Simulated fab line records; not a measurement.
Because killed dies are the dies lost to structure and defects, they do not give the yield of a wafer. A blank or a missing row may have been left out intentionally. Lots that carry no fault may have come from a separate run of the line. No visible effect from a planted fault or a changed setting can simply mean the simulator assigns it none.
Chamber matching || flow nand_harc || pecvd-01 running NHARC_A_DECK1_JOINT_DEP_16: 3 sister chambers
The step deposits SiO2, target thk 45 nm. 3 wafers are shown with their chamber, then 10 later ones without.

EACH WAFER AND ITS CHAMBER
{"wafer": "L086.3", "chamber": 0, "throttle_valve_pct (%)": 16.5}
{"wafer": "L086.6", "chamber": 2, "throttle_valve_pct (%)": 16.8}
{"wafer": "L087.4", "chamber": 1, "throttle_valve_pct (%)": 15.5}

WAFERS WITH NO CHAMBER GIVEN
{"wafer": "L087.6", "throttle_valve_pct (%)": 16.7}
{"wafer": "L090.1", "throttle_valve_pct (%)": 16.8}
{"wafer": "L090.2", "throttle_valve_pct (%)": 16.7}
{"wafer": "L090.6", "throttle_valve_pct (%)": 16.9}
{"wafer": "L094.1", "throttle_valve_pct (%)": 15.6}
{"wafer": "L094.3", "throttle_valve_pct (%)": 16.7}
{"wafer": "L094.4", "throttle_valve_pct (%)": 15.7}
{"wafer": "L095.1", "throttle_valve_pct (%)": 15.6}
{"wafer": "L095.2", "throttle_valve_pct (%)": 16.5}
{"wafer": "L095.6", "throttle_valve_pct (%)": 15.5}

EACH ONE'S CHAMBER
{"wafer": "L087.6", "from the rows above": "can't be placed: 2 or 0", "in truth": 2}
{"wafer": "L090.1", "from the rows above": 2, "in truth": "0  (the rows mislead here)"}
{"wafer": "L090.2", "from the rows above": "can't be placed: 2 or 0", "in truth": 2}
{"wafer": "L090.6", "from the rows above": 2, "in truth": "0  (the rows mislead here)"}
{"wafer": "L094.1", "from the rows above": 1, "in truth": 1}
{"wafer": "L094.3", "from the rows above": "can't be placed: 2 or 0", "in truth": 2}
{"wafer": "L094.4", "from the rows above": 1, "in truth": 1}
{"wafer": "L095.1", "from the rows above": 1, "in truth": 1}
{"wafer": "L095.2", "from the rows above": 0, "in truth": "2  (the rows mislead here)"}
{"wafer": "L095.6", "from the rows above": 1, "in truth": 1}
Correct placement for 4 of the 10. Unplaceable from these rows: 3, with the true chamber sitting among the candidates in 3. Placed wrongly: 3.
How it was worked out, from the rows above alone: a wafer's distance from a chamber is the root of the sum, over the readings, of the square of ((its reading less the chamber's mean) divided by the reading's scatter). If the next closest chamber is less than 2 further off than the closest, the wafer can't be placed; otherwise it belongs to the closest. A chamber's mean is the mean of its shown wafers. The scatter (one wafer shown for each chamber): square how far every hidden wafer sits from the nearest shown wafer, average those squares and take the square root.
